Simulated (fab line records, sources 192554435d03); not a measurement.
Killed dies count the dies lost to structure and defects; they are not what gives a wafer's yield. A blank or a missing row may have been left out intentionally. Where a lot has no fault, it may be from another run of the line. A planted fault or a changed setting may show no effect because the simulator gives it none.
Which tool was responsible? | flow n5-finfet | 25 wafers from 9 lots sampled at 5 of the route's 1938 steps

== WHAT THE GAUGES SHOWED, per wafer ==
N5_BEOL_M4_RC_MEAS_101.
lot  | measured     | on        | DIBL_N (mV/V)
L776 | day 8 00:50  | prober-02 | 35.3 36.9 34.4
L778 | day 9 02:06  | prober-02 | 34.1 33.4 34.4
L782 | day 10 07:00 | prober-01 | 36.8 36.9 35.7
L787 | day 11 03:49 | prober-01 | 35.8 34.1 34.7
L788 | day 11 11:40 | prober-02 | 36.8 34.5 35.1
L790 | day 12 04:38 | prober-02 | 36.0 37.6 36.6
L795 | day 13 15:25 | prober-01 | 33.7 33.9 34.0
L797 | day 14 01:19 | prober-02 | 37.1 36.4
L798 | day 14 04:28 | prober-02 | 34.8 35.1

== WHICH TOOL RAN EACH LOT (tool, then ch and the chambers of the sampled wafers, then the start) ==
lot  | N5_MOL_CONTACT_COAG_SPUTTER_130 | N5_MOL_CONTACT_COAG_ALD_27       | N5_MOL_CONTACT_COAG_ETCH_89       | N5_MOL_CONTACT_COAG_STRIP_119
L776 | pvd-sputter-01, day 4 23:36     | ald-sin-01 ch 0,3, day 5 00:36   | rie-diel-06 ch 0,2,3, day 5 04:28 | plasma-asher-01 ch 0,1, day 5 05:16
L778 | pvd-sputter-03, day 5 08:49     | ald-sin-02 ch 0,2,3, day 5 09:49 | rie-diel-03 ch 1,2, day 5 13:00   | plasma-asher-01 ch 0,1, day 5 13:37
L782 | pvd-sputter-03, day 6 18:07     | ald-sin-01 ch 0,1,2, day 6 19:10 | rie-diel-03 ch 2,3, day 6 22:22   | plasma-asher-02 ch 0,1, day 6 23:20
L787 | pvd-sputter-03, day 8 03:40     | ald-sin-01 ch 0,2,3, day 8 05:04 | rie-diel-06 ch 1,2,3, day 8 08:13 | plasma-asher-02 ch 0,1, day 8 08:52
L788 | pvd-sputter-03, day 8 04:34     | ald-sin-02 ch 0,3, day 8 06:29   | rie-diel-03 ch 1,2,3, day 8 10:19 | plasma-asher-02 ch 0,1, day 8 11:05
L790 | pvd-sputter-02, day 8 15:29     | ald-sin-01 ch 0,1,3, day 8 17:02 | rie-diel-05 ch 0,2, day 8 20:17   | plasma-asher-02 ch 0,1, day 8 21:49
L795 | pvd-sputter-03, day 9 20:41     | ald-sin-02 ch 0,1,3, day 9 21:41 | rie-diel-03 ch 2,3, day 10 00:35  | plasma-asher-02 ch 0,1, day 10 01:30
L797 | pvd-sputter-01, day 10 08:46    | ald-sin-01 ch 1,2, day 10 09:46  | rie-diel-03 ch 1,2, day 10 13:08  | plasma-asher-02 ch 0,1, day 10 13:46
L798 | pvd-sputter-02, day 10 13:23    | ald-sin-01 ch 1,3, day 10 14:23  | rie-diel-03 ch 0,2, day 10 18:47  | plasma-asher-02 ch 0,1, day 10 19:29
- N5_MOL_CONTACT_COAG_SPUTTER_130: material Co, target thk 47.5 nm.
- N5_MOL_CONTACT_COAG_ALD_27: deposits SiOC, target thk 17 nm, pulse time 1.5 s, time 2720 s.
- N5_MOL_CONTACT_COAG_ETCH_89: etches underlayer in N2/H2, target depth 13 nm, time 10.4 s.
- N5_MOL_CONTACT_COAG_STRIP_119: strips in N2/H2, time 30 s.

== THE ANSWER, worked out from the rows above alone ==
Rule: the lots themselves supply what counts as usual. Put in order of their means at a reading, lots are off if they are a third of the lots or fewer, leave a main group of 4 or more, and stand apart from it by a gap of 3 or more times the standard deviation of the main group's means; of several such gaps the widest counts. The tables above print the reading to a certain number of digits; a main group whose means all agree to those digits is not used. Also off: a lot with no number at a reading for which 4 or more lots have one. Any other lot the step has rows for is counted as sound.
Nothing can be told from this: no lot is off at any reading shown.

== WHAT WAS PUT IN BY THE SIMULATOR ==
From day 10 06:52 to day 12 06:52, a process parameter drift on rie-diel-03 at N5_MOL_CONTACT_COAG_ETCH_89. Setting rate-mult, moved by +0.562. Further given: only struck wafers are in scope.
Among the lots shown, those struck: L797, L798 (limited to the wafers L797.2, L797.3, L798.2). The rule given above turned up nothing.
